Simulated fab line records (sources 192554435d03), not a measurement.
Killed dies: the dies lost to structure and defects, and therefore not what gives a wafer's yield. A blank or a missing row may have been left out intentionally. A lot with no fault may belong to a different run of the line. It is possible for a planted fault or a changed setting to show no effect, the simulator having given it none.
The same fault as seen by 3 desks :: flow n5-finfet :: every desk sees just its own numbers, and what lay behind them comes last

## AT THE METROLOGY DESK
What the gauges read, lot by lot, whatever tool the lot ran on: means of the sampled wafers that have a number. A lot is out of limits, marked OUT, if its mean lies more than 4 standard deviations from the usual mean; the brackets give that distance.
Columns: A = cd-nm at N5_PASSIVATION_CD_MEAS_10, usual 2998 nm; B = TV_OVL at N5_PASSIVATION_OVL_MEAS_60, usual -1 nm
lot: L780
first seen here: day 14 23:21
A: 3002
B: 7

lot: L782
first seen here: day 15 17:34
A: 2993
B: -4

lot: L786
first seen here: day 16 13:45
A: 2993
B: 3

lot: L788
first seen here: day 17 18:48
A: 2998
B: -6

lot: L790
first seen here: day 18 18:10
A: 2999
B: 2

lot: L794
first seen here: day 20 05:49
A: 3002
B: -1
This desk's verdict: no lot among the 6 shows anything out of limits.

## THE DEFECT DESK
Per lot, the means of the sampled wafers with a number show what the inspections along the route counted. A lot is out of limits, marked OUT, if its mean lies more than 4 standard deviations from the usual mean; the brackets give that distance.
Columns: A = raw-defect-count at N5_PASSIVATION_INSPECT_61, usual 2.3
lot: L780
first seen here: day 14 23:24
A: 2.0

lot: L782
first seen here: day 15 17:37
A: 2.3

lot: L786
first seen here: day 16 13:48
A: 1.3

lot: L788
first seen here: day 17 18:51
A: 0.7

lot: L790
first seen here: day 18 18:13
A: 2.0

lot: L794
first seen here: day 20 05:52
A: 2.0
This desk's verdict: no lot among the 6 shows anything out of limits.

## THE TOOL OWNER'S DESK: rie-diel-05
The tool's own readings at N5_PASSIVATION_ETCH_15 (etches SiCN in CF4/N2, target depth 75 nm, time 81.2 s): means of the sampled wafers that have a number, for each lot that ran on this tool. A lot is out of limits, marked OUT, if its mean lies more than 4 standard deviations from the usual mean; the brackets give that distance. 7 of its 8 readings are shown: the first one out of limits and those lying furthest out on some lot.
Columns: A = bias-w at N5_PASSIVATION_ETCH_15, usual 69.98 W; B = drypump-motor-current-A at N5_PASSIVATION_ETCH_15, usual 5.5 A; C = n2-flow-sccm at N5_PASSIVATION_ETCH_15, usual 60.01 sccm; D = oes-product-au at N5_PASSIVATION_ETCH_15, usual 0.79 a.u.; E = rf-vpp-V at N5_PASSIVATION_ETCH_15, usual 382.1 V; F = showerhead-plenum-p-Torr at N5_PASSIVATION_ETCH_15, usual 2.20 Torr; G = throttle-valve-pct at N5_PASSIVATION_ETCH_15, usual 15.5 %
lot: L780
first seen here: day 14 23:50
A: 70.01
B: 5.2
C: 59.82
D: 0.77
E: 380.4
F: 2.12
G: 15.8

lot: L786
first seen here: day 16 14:14
A: 67.91 (-9.9) OUT
B: 5.4
C: 60.09
D: 0.68
E: 374.3
F: 2.15
G: 15.8

lot: L788
first seen here: day 17 19:28
A: 69.15
B: 5.5
C: 59.98
D: 0.83
E: 377.8
F: 2.17
G: 15.4
Finding of this desk: L786 out of limits; the first was L786 at day 16 14:14, on bias-w at N5_PASSIVATION_ETCH_15. L780, L788 stayed within limits.

## ALL TOGETHER
On L786, at day 16 14:14, an alarm was possible from the tool owner's desk.
The metrology desk saw nothing out of limits.
Nothing the defect desk looked at was out of limits.
The metrology desk holds a record of L786, inside its limits.
The defect desk has L786 on record, within its limits.
The lots listed all ran N5_PASSIVATION_ETCH_15 on rie-diel-05.

## WHAT WAS PUT IN BY THE SIMULATOR
rie-diel-05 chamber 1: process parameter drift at N5_PASSIVATION_ETCH_15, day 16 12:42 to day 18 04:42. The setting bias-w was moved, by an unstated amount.
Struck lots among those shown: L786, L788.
How many hours passed from the start of the fault until each desk's first out-of-limits reading: the tool owner's desk, 2.
